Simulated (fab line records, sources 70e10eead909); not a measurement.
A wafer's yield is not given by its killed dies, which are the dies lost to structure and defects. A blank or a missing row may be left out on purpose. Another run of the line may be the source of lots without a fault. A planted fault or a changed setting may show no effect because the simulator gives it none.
fab line records + flow nand_harc
record
- lots=6
- wafers=18
- last_day=23
route steps=1159 shown P_M2@325 END@1159
lots with no fault: from the same line, run without faults
start_h: the number of hours between the record's first day and the start of the first shown wafer of the lot + wait_h: hours from the lot's prior step to this one + " the same as in the row above + L1.1+2: a single row standing in for several wafers + - no value, or no start was given + * or withheld: withheld + < > ~ a bound
route shown NAME@n: a module of which the file shows steps, and the number in the route of the first + usual: the fault-free wafers' mean and standard deviation + same: alike in all rows + chamber/n: place in a boat + sites: readings site by site + _std_site: standard deviation across them + _edge_site: inner sites' mean taken away from outer sites' mean + radius_mm: how far each site lies from the wafer's centre + mask NAME#n: copy n + behind: the last tool/chamber to shape the wafer + hold: cause of the lot's hold/its duration in hours/its outcome + device: transistor that didn't switch, given as n, p or np + end of line: tests run on the same wafers once the route is complete + where a step has no rows: the recipe by itself + killed: the dies lost at the first sort to structure and to defects; this is not the yield of the wafer + map: a wafer's dies, marking killed ones x, the rest . and places with no die _
set.NAME: the setting as run; set.NAME@STEP: as run at that earlier step + model.NAME: the simulator's own value behind a step, which no gauge read
lots at some steps of the route; a table a step, a row a wafer
services: when a tool's chamber went out of use (start_h, in hours from the record's first day, below 0 if earlier), for how many hours, and the reason
## steps
# step NHARC_P_M2_EXPOSE_06
# recipe
- na=1.35
- target_cd_nm=170
- dose_mj=80.78
- mask_id=P_M2
# step NHARC_P_M2_PEB_07
# recipe
- peb_temp_c=100
- peb_time_s=65
# step NHARC_P_M2_DEVELOP_08
# recipe
- develop_time_s=35
- dev_temp_c=23
# step NHARC_P_M2_CD_MEAS_09
# recipe
- target_cd_nm=170
- landing_energy_ev=500
# usual
- cd_nm=169.9/0.78
| lot.wafer | tool      | chamber | start_h | wait_h | cd_nm |
|-----------|-----------|---------|---------|--------|-------|
| L138.2    | cd_sem-02 | 0       | 118.54  | -      | 169.2 |
| L138.3    | "         | 0       | "       | "      | 171.5 |
| L138.4    | "         | 0       | "       | "      | 170.5 |
| L142.2    | cd_sem-03 | 0       | 143.31  | -      | 170.7 |
| L142.3    | "         | 0       | "       | "      | 169.7 |
| L142.4    | "         | 0       | "       | "      | 169.5 |
| L146.2    | cd_sem-01 | 0       | 171.59  | -      | 170.1 |
| L146.3    | "         | 0       | "       | "      | 169.2 |
| L146.5    | "         | 0       | "       | "      | 169.4 |
| L147.3    | cd_sem-03 | 0       | 173.21  | -      | 170.4 |
| L147.4    | "         | 0       | "       | "      | 169.1 |
| L147.5    | "         | 0       | "       | "      | 169.6 |
| L148.1    | cd_sem-01 | 0       | 176.70  | -      | 169.6 |
| L148.3    | "         | 0       | "       | "      | 170.5 |
| L148.5    | "         | 0       | "       | "      | 170.1 |
| L157.1    | cd_sem-02 | 0       | 235.70  | -      | 170.4 |
| L157.5    | "         | 0       | "       | "      | 170.5 |
| L157.6    | "         | 0       | "       | "      | 169.5 |
# step NHARC_P_M2_OVL_MEAS_10
# recipe
- pitch_nm=340
# usual
- overlay_x_nm=0.0/0.79
- overlay_y_nm=0.1/0.78
| lot.wafer | tool       | chamber | start_h | wait_h | overlay_x_nm | overlay_y_nm |
|-----------|------------|---------|---------|--------|--------------|--------------|
| L138.2    | overlay-02 | -       | 118.63  | -      | -1.0         | 0.3          |
| L138.3    | "          | -       | "       | "      | -1.4         | -0.2         |
| L138.4    | "          | -       | "       | "      | -1.1         | 0.3          |
| L142.2    | overlay-01 | -       | 143.40  | -      | -0.9         | -0.6         |
| L142.3    | "          | -       | "       | "      | -1.3         | -0.8         |
| L142.4    | "          | -       | "       | "      | -0.3         | -0.3         |
| L146.2    | overlay-01 | -       | 171.68  | -      | 0.4          | 0.0          |
| L146.3    | "          | -       | "       | "      | 0.4          | 0.1          |
| L146.5    | "          | -       | "       | "      | 0.8          | 0.4          |
| L147.3    | overlay-01 | -       | 173.29  | -      | -0.1         | -0.5         |
| L147.4    | "          | -       | "       | "      | -0.2         | -0.1         |
| L147.5    | "          | -       | "       | "      | -0.5         | -0.6         |
| L148.1    | overlay-01 | -       | 176.79  | -      | -0.7         | -0.7         |
| L148.3    | "          | -       | "       | "      | -0.7         | -0.3         |
| L148.5    | "          | -       | "       | "      | -0.9         | -0.5         |
| L157.1    | overlay-02 | -       | 235.79  | -      | 0.8          | -1.5         |
| L157.5    | "          | -       | "       | "      | 0.5          | -1.5         |
| L157.6    | "          | -       | "       | "      | 0.7          | -1.3         |
# step NHARC_P_M2_INSPECT_11
# usual
- raw_defect_count=4.4/2.2
| lot.wafer | tool              | chamber | start_h | wait_h | raw_defect_count |
|-----------|-------------------|---------|---------|--------|------------------|
| L138.2    | defect_inspect-02 | -       | 118.66  | 0.0    | 3                |
| L138.3    | "                 | -       | "       | "      | 7                |
| L138.4    | "                 | -       | "       | "      | 3                |
| L142.2    | defect_inspect-01 | -       | 143.44  | 0.0    | 6                |
| L142.3    | "                 | -       | "       | "      | 5                |
| L142.4    | "                 | -       | "       | "      | 6                |
| L146.2    | defect_inspect-01 | -       | 171.72  | 0.0    | 7                |
| L146.3    | "                 | -       | "       | "      | 4                |
| L146.5    | "                 | -       | "       | "      | 2                |
| L147.3    | defect_inspect-01 | -       | 173.33  | 0.0    | 7                |
| L147.4    | "                 | -       | "       | "      | 4                |
| L147.5    | "                 | -       | "       | "      | 7                |
| L148.1    | defect_inspect-02 | -       | 176.82  | 0.0    | 7                |
| L148.3    | "                 | -       | "       | "      | 4                |
| L148.5    | "                 | -       | "       | "      | 6                |
| L157.1    | defect_inspect-02 | -       | 235.83  | 0.0    | 7                |
| L157.5    | "                 | -       | "       | "      | 4                |
| L157.6    | "                 | -       | "       | "      | 5                |
# step NHARC_P_M2_DESCUM_14
# recipe
- time_s=3
- o2_flow_sccm=200
- ar_flow_sccm=0
- bias_power_w=0
- chemistry=O2
# usual
- drypump_motor_current_A=5.7/0.46
- oes_product_au=1.006/0.015
- rf_vpp_V=57.4/0.81
- showerhead_plenum_p_Torr=1.86/0.073
- throttle_valve_pct=11.311/0.0099
| lot.wafer | tool        | chamber | start_h | wait_h | drypump_motor_current_A | oes_product_au | rf_hours_counter_h | rf_vpp_V | showerhead_plenum_p_Torr | throttle_valve_pct |
|-----------|-------------|---------|---------|--------|-------------------------|----------------|--------------------|----------|--------------------------|--------------------|
| L138.4    | rie_diel-09 | 3       | 118.74  | 0.1    | 5.8                     | 1.022          | 1                  | 57.6     | 1.86                     | 11.320             |
| L138.2    | "           | 0       | "       | "      | 5.3                     | 0.967          | 1                  | 57.5     | 1.84                     | 11.317             |
| L138.3    | "           | 1       | "       | "      | 6.4                     | 1.002          | 1                  | 57.6     | 1.78                     | 11.309             |
| L142.2    | rie_diel-09 | 2       | 143.50  | 0.1    | 5.5                     | 1.011          | 2                  | 56.4     | 1.80                     | 11.314             |
| L142.3    | "           | 1       | "       | "      | 6.4                     | 1.006          | 2                  | 57.3     | 1.78                     | 11.299             |
| L142.4    | "           | 3       | "       | "      | 5.7                     | 1.021          | -                  | 58.5     | 1.86                     | 11.323             |
| L146.3    | rie_diel-09 | 0       | 171.79  | 0.1    | 5.3                     | 0.966          | 2                  | 58.8     | 1.84                     | 11.314             |
| L146.2    | "           | 1       | "       | "      | 6.4                     | 1.010          | 4                  | 57.1     | 1.78                     | 11.298             |
| L146.5    | "           | 3       | "       | "      | 5.8                     | 1.024          | -                  | 57.7     | 1.86                     | 11.310             |
| L147.3    | rie_diel-09 | 3       | 173.41  | 0.1    | 5.7                     | 1.010          | 4                  | 57.4     | 1.86                     | 11.323             |
| L147.4    | "           | 0       | "       | "      | 5.3                     | 0.958          | 2                  | 55.7     | 1.84                     | 11.307             |
| L147.5    | "           | 2       | "       | "      | 5.5                     | 1.007          | -                  | 56.9     | 1.80                     | 11.299             |
| L148.1    | rie_diel-09 | 2       | 176.90  | 0.1    | 5.5                     | 0.997          | 5                  | 56.5     | 1.80                     | 11.314             |
| L148.3    | "           | 3       | "       | "      | 5.8                     | 1.022          | 4                  | 58.7     | 1.86                     | 11.296             |
| L148.5    | "           | 1       | "       | "      | 6.4                     | 0.997          | -                  | 57.3     | 1.78                     | 11.317             |
| L157.1    | rie_diel-09 | 1       | 235.91  | 0.1    | 6.4                     | 1.007          | 6                  | 57.5     | 1.78                     | 11.311             |
| L157.6    | "           | 2       | "       | "      | 5.5                     | 1.013          | -                  | 57.5     | 1.80                     | 11.307             |
| L157.5    | "           | 3       | "       | "      | 5.8                     | 1.008          | -                  | 58.3     | 1.86                     | 11.299             |
# step NHARC_P_M2_ETCH_35
# recipe
- target_depth_a=400
- overetch_a=120
- time_s=43.94
- ion_energy_ev=200
- n2_flow_sccm=150
- h2_flow_sccm=150
- ar_flow_sccm=0
- rf_w=400
- bias_w=150
- chemistry=N2/H2
# usual
- bias_w=149.9/0.44
- drypump_motor_current_A=5.7/0.47
- h2_flow_sccm=150.0/0.49
- oes_product_au=1.006/0.017
- rf_vpp_V=428.8/2.3
- showerhead_plenum_p_Torr=1.98/0.078
- throttle_valve_pct=14.171/0.0091
| lot.wafer | tool        | chamber | start_h | wait_h | bias_w | drypump_motor_current_A | h2_flow_sccm | oes_product_au | rf_hours_counter_h | rf_vpp_V | showerhead_plenum_p_Torr | throttle_valve_pct |
|-----------|-------------|---------|---------|--------|--------|-------------------------|--------------|----------------|--------------------|----------|--------------------------|--------------------|
| L138.4    | rie_diel-09 | 0       | 118.84  | 0.1    | 149.8  | 5.3                     | 151.1        | 0.956          | 1                  | 428.3    | 1.96                     | 14.167             |
| L138.3    | "           | 1       | "       | "      | 149.9  | 6.4                     | 150.0        | 1.013          | 1                  | 426.9    | 1.90                     | 14.163             |
| L138.2    | "           | 3       | "       | "      | 150.0  | 5.7                     | 149.7        | 1.029          | 1                  | 429.5    | 1.98                     | 14.179             |
| L142.3    | rie_diel-09 | 3       | 143.60  | 0.1    | 148.9  | 5.7                     | 150.1        | 1.024          | 2                  | 428.3    | 1.98                     | 14.175             |
| L142.2    | "           | 2       | "       | "      | 149.8  | 5.5                     | 148.6        | 1.010          | 2                  | 426.8    | 1.92                     | 14.184             |
| L142.4    | "           | 1       | "       | "      | 150.1  | 6.4                     | 148.5        | 1.010          | -                  | 426.5    | 1.90                     | 14.170             |
| L146.2    | rie_diel-09 | 3       | 171.87  | 0.1    | 150.6  | 5.7                     | 149.9        | 1.021          | 4                  | 430.5    | 1.98                     | 14.155             |
| L146.3    | "           | 0       | "       | "      | 149.2  | 5.3                     | 150.4        | 0.967          | 2                  | 428.9    | 1.96                     | 14.179             |
| L146.5    | "           | 1       | "       | "      | 150.2  | 6.4                     | 149.3        | 1.000          | -                  | 426.1    | 1.90                     | 14.174             |
| L147.3    | rie_diel-09 | 0       | 173.55  | 0.1    | 150.4  | 5.3                     | 150.8        | 0.956          | 2                  | 430.6    | 1.96                     | 14.162             |
| L147.4    | "           | 1       | "       | "      | 150.5  | 6.4                     | 149.7        | 1.000          | 4                  | 426.6    | 1.90                     | 14.174             |
| L147.5    | "           | 2       | "       | "      | 150.3  | 5.4                     | 150.0        | 1.008          | -                  | 426.4    | 1.92                     | 14.192             |
| L148.1    | rie_diel-09 | 2       | 176.99  | 0.1    | 150.5  | 5.5                     | 150.1        | 1.006          | 5                  | 427.3    | 1.92                     | 14.175             |
| L148.3    | "           | 1       | "       | "      | 150.1  | 6.4                     | 150.0        | 1.011          | 4                  | 427.5    | 1.90                     | 14.183             |
| L148.5    | "           | 1       | "       | "      | 150.1  | 6.4                     | 149.9        | 1.004          | -                  | 427.6    | 1.90                     | 14.180             |
| L157.1    | rie_diel-09 | 1       | 235.98  | 0.1    | 149.7  | 6.4                     | 150.5        | 1.004          | 6                  | 426.0    | 1.90                     | 14.171             |
| L157.6    | "           | 3       | "       | "      | 150.3  | 5.8                     | 149.7        | 1.016          | -                  | 428.2    | 1.98                     | 14.165             |
| L157.5    | "           | 0       | "       | "      | 150.1  | 5.3                     | 150.3        | 0.970          | -                  | 428.6    | 1.96                     | 14.173             |
# step NHARC_P_M2_ETCH_15
# recipe
- target_depth_a=1825
- time_s=91.2
- c4f8_flow_sccm=withheld
- ar_flow_sccm=400
- rf_w=600
- bias_w=300
- chemistry=C4F8/Ar
# usual
- bias_w=299.9/0.89
- oes_product_au=0.949/0.024
- rf_vpp_V=439.1/2.3
| lot.wafer | tool        | chamber | start_h | wait_h | bias_w | oes_product_au | rf_hours_counter_h | rf_vpp_V |
|-----------|-------------|---------|---------|--------|--------|----------------|--------------------|----------|
| L138.4    | rie_diel-09 | 3       | -       | -      | 299.0  | 0.981          | 1                  | 439.7    |
| L138.3    | "           | 0       | "       | "      | 301.1  | 0.937          | 1                  | 438.7    |
| L138.2    | "           | 1       | "       | "      | 299.2  | 0.967          | 1                  | 437.1    |
| L142.2    | rie_diel-09 | 1       | -       | -      | 300.8  | 0.965          | 2                  | 437.1    |
| L142.3    | "           | 3       | "       | "      | 299.3  | 0.977          | 2                  | 439.1    |
| L142.4    | "           | 1       | "       | "      | 301.3  | 0.968          | -                  | 437.2    |
| L146.3    | rie_diel-09 | 3       | -       | -      | 299.0  | 0.990          | 4                  | 440.4    |
| L146.2    | "           | 0       | "       | "      | 299.4  | 0.934          | 2                  | 438.1    |
| L146.5    | "           | 3       | "       | "      | 298.2  | 0.991          | -                  | 437.6    |
| L147.3    | rie_diel-09 | 0       | -       | -      | 300.5  | 0.888          | 2                  | 439.5    |
| L147.4    | "           | 2       | "       | "      | 299.7  | 0.942          | 4                  | 436.9    |
| L147.5    | "           | 0       | "       | "      | 299.5  | 0.891          | -                  | 439.1    |
| L148.3    | rie_diel-09 | 1       | -       | -      | 300.3  | 0.931          | 4                  | 436.6    |
| L148.1    | "           | 2       | "       | "      | 300.6  | 0.940          | 5                  | 437.2    |
| L148.5    | "           | 1       | "       | "      | 300.3  | 0.933          | -                  | 437.5    |
| L157.1    | rie_diel-09 | 1       | -       | -      | 299.3  | 0.966          | 6                  | 438.2    |
| L157.6    | "           | 2       | "       | "      | 299.9  | 0.947          | -                  | 435.9    |
| L157.5    | "           | 3       | "       | "      | 298.5  | 0.960          | -                  | 438.6    |
# step NHARC_P_M2_CD_MEAS_16
# usual
- cd_nm=169.9/1.1
| lot.wafer | tool      | chamber | start_h | wait_h | cd_nm |
|-----------|-----------|---------|---------|--------|-------|
| L138.2    | cd_sem-02 | -       | 119.06  | -      | 171.4 |
| L138.3    | "         | -       | "       | "      | 171.8 |
| L138.4    | "         | -       | "       | "      | 171.1 |
| L142.2    | cd_sem-03 | -       | 143.85  | -      | 170.3 |
| L142.3    | "         | -       | "       | "      | 168.8 |
| L142.4    | "         | -       | "       | "      | 170.6 |
| L146.2    | cd_sem-02 | -       | 172.08  | -      | 170.0 |
| L146.3    | "         | -       | "       | "      | 171.6 |
| L146.5    | "         | -       | "       | "      | 169.6 |
| L147.3    | cd_sem-01 | -       | 173.77  | -      | 169.9 |
| L147.4    | "         | -       | "       | "      | 171.6 |
| L147.5    | "         | -       | "       | "      | 169.2 |
| L148.1    | cd_sem-02 | -       | 177.24  | -      | 168.7 |
| L148.3    | "         | -       | "       | "      | 171.5 |
| L148.5    | "         | -       | "       | "      | 170.7 |
| L157.1    | cd_sem-03 | -       | 236.19  | -      | 170.7 |
| L157.5    | "         | -       | "       | "      | 170.7 |
| L157.6    | "         | -       | "       | "      | 168.6 |
# step NHARC_P_M2_STRIP_18
# recipe
- power_w=1000
- n2_flow_sccm=150
- h2_flow_sccm=150
- ar_flow_sccm=0
- bias_w=0
- chemistry=N2/H2
# usual
- chamber_pressure_mTorr=30.001/0.027
- drypump_motor_current_A=5.7/0.45
- h2_flow_sccm=150.1/0.5
- oes_product_au=1.005/0.016
- rf_vpp_V=90.5/0.98
- showerhead_plenum_p_Torr=1.98/0.078
- throttle_valve_pct=14.171/0.0088
# same
- bias_w=0
| lot.wafer | tool        | chamber | start_h | wait_h | chamber_pressure_mTorr | drypump_motor_current_A | h2_flow_sccm | oes_product_au | rf_hours_counter_h | rf_vpp_V | showerhead_plenum_p_Torr | throttle_valve_pct |
|-----------|-------------|---------|---------|--------|------------------------|-------------------------|--------------|----------------|--------------------|----------|--------------------------|--------------------|
| L138.2    | rie_diel-07 | 2       | 119.16  | 0.1    | 30.002                 | 6.6                     | 150.6        | 1.027          | 20                 | 92.6     | 2.03                     | 14.168             |
| L138.4    | "           | 3       | "       | "      | 29.981                 | 5.1                     | 149.7        | 1.003          | 20                 | 91.5     | 2.08                     | 14.165             |
| L138.3    | "           | 0       | "       | "      | 29.989                 | 5.1                     | 149.3        | 1.006          | 23                 | 89.0     | 1.88                     | 14.179             |
| L142.3    | rie_diel-09 | 1       | 143.92  | 0.1    | 29.959                 | 6.4                     | 149.4        | 1.009          | 2                  | 89.7     | 1.90                     | 14.190             |
| L142.2    | "           | 2       | "       | "      | 29.992                 | 5.5                     | 150.1        | 1.013          | 2                  | 91.7     | 1.92                     | 14.174             |
| L142.4    | "           | 2       | "       | "      | 29.998                 | 5.5                     | 150.9        | 1.003          | -                  | 89.5     | 1.92                     | 14.167             |
| L146.3    | rie_diel-09 | 1       | 172.18  | 0.1    | 30.057                 | 6.4                     | 150.2        | 1.009          | 4                  | 89.6     | 1.90                     | 14.163             |
| L146.2    | "           | 3       | "       | "      | 29.996                 | 5.8                     | 150.4        | 1.034          | 4                  | 90.7     | 1.98                     | 14.156             |
| L146.5    | "           | 0       | "       | "      | 30.050                 | 5.3                     | 150.4        | 0.966          | -                  | 89.9     | 1.96                     | 14.165             |
| L147.3    | rie_diel-09 | 0       | 173.87  | 0.1    | 30.015                 | 5.3                     | 150.2        | 0.958          | 2                  | 91.4     | 1.96                     | 14.176             |
| L147.4    | "           | 2       | "       | "      | 30.006                 | 5.4                     | 150.6        | 1.005          | 4                  | 89.6     | 1.92                     | 14.167             |
| L147.5    | "           | 0       | "       | "      | 30.005                 | 5.3                     | 150.6        | 0.963          | -                  | 91.1     | 1.96                     | 14.170             |
| L148.1    | rie_diel-04 | 1       | 177.32  | 0.1    | 30.023                 | 5.1                     | 150.2        | 0.993          | 14                 | 90.3     | 2.04                     | 14.175             |
| L148.3    | "           | 2       | "       | "      | 29.989                 | 5.9                     | 150.7        | 1.005          | 14                 | 91.1     | 2.11                     | 14.189             |
| L148.5    | "           | 1       | "       | "      | 29.956                 | 5.1                     | 150.5        | 1.003          | -                  | 91.1     | 2.04                     | 14.181             |
| L157.1    | rie_diel-09 | 1       | 236.27  | 0.1    | 29.964                 | 6.4                     | 149.4        | 0.998          | 6                  | 89.1     | 1.90                     | 14.177             |
| L157.5    | "           | 1       | "       | "      | 30.039                 | 6.4                     | 150.0        | 1.001          | -                  | 91.6     | 1.90                     | 14.183             |
| L157.6    | "           | 2       | "       | "      | 30.037                 | 5.5                     | 150.2        | 1.006          | -                  | 90.2     | 1.91                     | 14.187             |
# step NHARC_P_M2_ETCH_28
# recipe
- target_depth_a=300
- over_etch_frac=0.3
- time_s=72.99
- ion_energy_ev=150
- cf4_flow_sccm=50
- n2_flow_sccm=100
- ar_flow_sccm=150
- rf_w=300
- bias_w=100
- chemistry=CF4/N2
# step NHARC_P_M2_STRIP_19
# recipe
- time_s=600
- temp_c=30
- chemistry=post_etch_residue_remover
# usual
- bath_heat_duty_pct=12.8/1.2
- run_length_s=603.3/1.1
| lot.wafer | tool         | chamber | start_h | wait_h | bath_heat_duty_pct | run_length_s |
|-----------|--------------|---------|---------|--------|--------------------|--------------|
| L138.3    | wet_bench-10 | 5       | 119.53  | -      | 11.9               | 602.2        |
| L138.2    | "            | 6       | "       | "      | 11.5               | 603.8        |
| L138.4    | "            | 7       | "       | "      | 13.7               | 602.0        |
| L142.3    | wet_bench-08 | 0       | 144.35  | -      | 11.6               | 603.7        |
| L142.4    | "            | 2       | "       | "      | 14.4               | 603.4        |
| L142.2    | "            | 5       | "       | "      | 12.2               | 601.4        |
| L146.5    | wet_bench-10 | 6       | 172.53  | -      | -                  | -            |
| L146.3    | "            | 7       | "       | "      | -                  | -            |
| L146.2    | "            | 1       | "       | "      | -                  | -            |
| L147.4    | wet_bench-10 | 2       | 174.24  | -      | -                  | -            |
| L147.5    | "            | 4       | "       | "      | -                  | -            |
| L147.3    | "            | 5       | "       | "      | -                  | -            |
| L148.1    | wet_bench-08 | 2       | 177.69  | -      | 13.9               | 604.6        |
| L148.5    | "            | 5       | "       | "      | 10.3               | 600.9        |
| L148.3    | "            | 7       | "       | "      | 12.5               | 604.4        |
| L157.1    | wet_bench-10 | 0       | 236.64  | -      | 11.8               | 604.2        |
| L157.6    | "            | 3       | "       | "      | 15.4               | 603.9        |
| L157.5    | "            | 4       | "       | "      | 13.3               | 603.6        |
# step NHARC_P_M2_DEGAS_29
# recipe
- temp_c=250
- time_s=60
# usual
- heater_power_w=342/27
| lot.wafer | tool           | chamber | start_h | wait_h | heater_power_w |
|-----------|----------------|---------|---------|--------|----------------|
| L138.3    | pvd_sputter-02 | -       | 119.78  | -      | 325            |
| L138.4    | "              | -       | "       | "      | 314            |
| L138.2    | "              | -       | "       | "      | 337            |
| L142.2    | pvd_sputter-02 | -       | 144.62  | -      | 332            |
| L142.4    | "              | -       | "       | "      | 346            |
| L142.3    | "              | -       | "       | "      | 311            |
| L146.2    | pvd_sputter-03 | -       | 172.79  | 0.2    | 371            |
| L146.3    | "              | -       | "       | "      | 385            |
| L146.5    | "              | -       | "       | "      | 362            |
| L147.4    | pvd_sputter-02 | -       | 174.50  | 0.3    | 337            |
| L147.3    | "              | -       | "       | "      | 352            |
| L147.5    | "              | -       | "       | "      | 339            |
| L148.3    | pvd_sputter-02 | -       | 177.97  | -      | 329            |
| L148.1    | "              | -       | "       | "      | 347            |
| L148.5    | "              | -       | "       | "      | 326            |
| L157.1    | pvd_sputter-03 | -       | 236.93  | -      | 375            |
| L157.5    | "              | -       | "       | "      | 381            |
| L157.6    | "              | -       | "       | "      | 382            |
# step NHARC_END_SORT_01
# recipe
- temp_c=25
# usual
- defect_limited_yield=95.3/1.5
- killed_at_array=28/10
- killed_at_other=0.6/1.1
- killed_at_periphery=3.6/2.6
- killed_dies=32/10
- killed_open=3.3/1.8
- killed_short=1.9/1.4
- sort_bin_2_pct=1.5/0.61
- sort_bin_3_pct=0.27/0.2
- sort_bin_4_pct=3.0/1
- sort_n_pass=645/10
- sort_rim_yield_pct=97.3/1.9
- sort_yield_pct=95.3/1.5
# same
- gross_dies=677
- sort_bin_5_pct[%]=0
- sort_bin_6_pct[%]=0
- sort_bin_7_pct[%]=0
- sort_bin_8_pct[%]=0
- sort_rim_n_gross=106.00
| lot.wafer | tool      | chamber | start_h | wait_h | defect_limited_yield[%] | killed_at_array | killed_at_other | killed_at_periphery | killed_dies | killed_open | killed_short | sort_bin_2_pct[%] | sort_bin_3_pct[%] | sort_bin_4_pct[%] | sort_n_pass | sort_rim_yield_pct[%] | sort_yield_pct[%] |
|-----------|-----------|---------|---------|--------|-------------------------|-----------------|-----------------|---------------------|-------------|-------------|--------------|-------------------|-------------------|-------------------|-------------|-----------------------|-------------------|
| L142.2    | prober-01 | 0       | 465.21  | 2.8    | 97.2                    | 14              | 1               | 4                   | 19          | 4           | 1            | 0.7               | 0                 | 2.1               | 658         | 97.2                  | 97.2              |
| L142.3    | prober-01 | 0       | 466.02  | 3.1    | 95.7                    | 22              | 0               | 7                   | 29          | 6           | 5            | 1.0               | 0.44              | 2.8               | 648         | 99.1                  | 95.7              |
| L142.4    | prober-01 | 0       | 466.83  | 3.4    | 96.8                    | 15              | 0               | 7                   | 22          | 1           | 5            | 0.7               | 0.15              | 2.4               | 655         | 98.1                  | 96.8              |
| L147.3    | prober-01 | 0       | 506.91  | 3.1    | 94.5                    | 28              | 0               | 9                   | 37          | 3           | 2            | 1.0               | 0.44              | 4.0               | 640         | 94.3                  | 94.5              |
# killed by level:class
L142.2 A_CHANNEL_HOLE_D1:chamber_film_flake=4 P_ZERO_WELL:chamber_film_flake=2 P_GATE:chamber_film_flake=2 A_STAIRCASE:chamber_film_flake=2 A_WL_FILL:chamber_film_flake=2 A_CHANNEL_FILL_D1:geometric_particle:open=1 A_CONTACT:geometric_particle:open=1 A_CONTACT:geometric_particle:short=1
L142.3 A_CONTACT:chamber_film_flake=5 P_ZERO_WELL:chamber_film_flake=3 A_CHANNEL_HOLE_D1:chamber_film_flake=3 A_ONON_D1:geometric_particle:short=2 P_GATE:chamber_film_flake=2 A_ZERO_WELL:chamber_film_flake=2 A_STAIRCASE:chamber_film_flake=2 P_GATE:geometric_particle:open=1
L142.4 P_ZERO_WELL:chamber_film_flake=4 A_CHANNEL_HOLE_D1:chamber_film_flake=4 A_CONTACT:chamber_film_flake=4 A_WL_FILL:geometric_particle:short=2 P_CONTACT:geometric_particle:open=1 P_M1:geometric_particle:short=1 A_ONON_D1:geometric_particle:short=1 A_M0:geometric_particle:short=1
L147.3 A_SLIT:chamber_film_flake=11 A_CHANNEL_HOLE_D1:chamber_film_flake=10 P_STI:chamber_film_flake=6 P_GATE:geometric_particle:open=1 A_CHANNEL_FILL_D1:geometric_particle:short=1 A_WL_FILL:geometric_particle:short=1 A_CONTACT:geometric_particle:open=1 A_M0:geometric_particle:open=1
## services
| tool           | chamber | start_h | hours | kind   |
|----------------|---------|---------|-------|--------|
| rie_diel-09    | 1       | 100.84  | 5.4   | repair |
| pvd_sputter-03 | -       | 102.00  | 10.0  | pm     |
| rie_diel-07    | 2       | 107.05  | 2.9   | repair |
| rie_diel-09    | 0       | 110.60  | -     | clean  |
| rie_diel-09    | 1       | 110.60  | -     | clean  |
| rie_diel-09    | 2       | 110.60  | -     | clean  |
| rie_diel-09    | 3       | 110.60  | -     | clean  |
| rie_diel-04    | -       | 111.91  | 9.0   | pm     |
| rie_diel-07    | -       | 124.81  | 0.4   | repair |
| rie_diel-07    | -       | 134.69  | 0.1   | repair |
| rie_diel-09    | 0       | 135.10  | -     | clean  |
| rie_diel-09    | 1       | 135.10  | -     | clean  |
| rie_diel-09    | 2       | 135.10  | -     | clean  |
| rie_diel-09    | 0       | 138.91  | 27.4  | repair |
| rie_diel-09    | 1       | 165.45  | 4.5   | repair |
| rie_diel-09    | 0       | 176.42  | 9.6   | repair |
| rie_diel-04    | 2       | 178.98  | 4.3   | repair |
| pvd_sputter-03 | -       | 184.24  | 3.6   | repair |
| rie_diel-09    | 0       | 189.71  | 8.1   | repair |
| pvd_sputter-03 | -       | 204.25  | 5.1   | repair |
| pvd_sputter-02 | -       | 214.06  | 10.0  | pm     |
| rie_diel-07    | -       | 229.31  | 9.0   | pm     |
| wet_bench-08   | -       | 230.40  | 8.0   | pm     |
| rie_diel-09    | 0       | 236.87  | 25.4  | repair |
## key
first_sign
- step=NHARC_P_M2_STRIP_19
- reading=tool_record
- direction=missing
effect none on later readings
met_at NHARC_P_M2_STRIP_19
struck_wafers L146.2,L146.3,L146.5,L147.3,L147.4,L147.5
onset_between 119.53 172.53
fault
- kind=skipped_step_whole
- tool=wet_bench-10
- chamber=-
- onset_h=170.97
- steps=NHARC_P_M2_STRIP_19
- scope=struck_lots_only
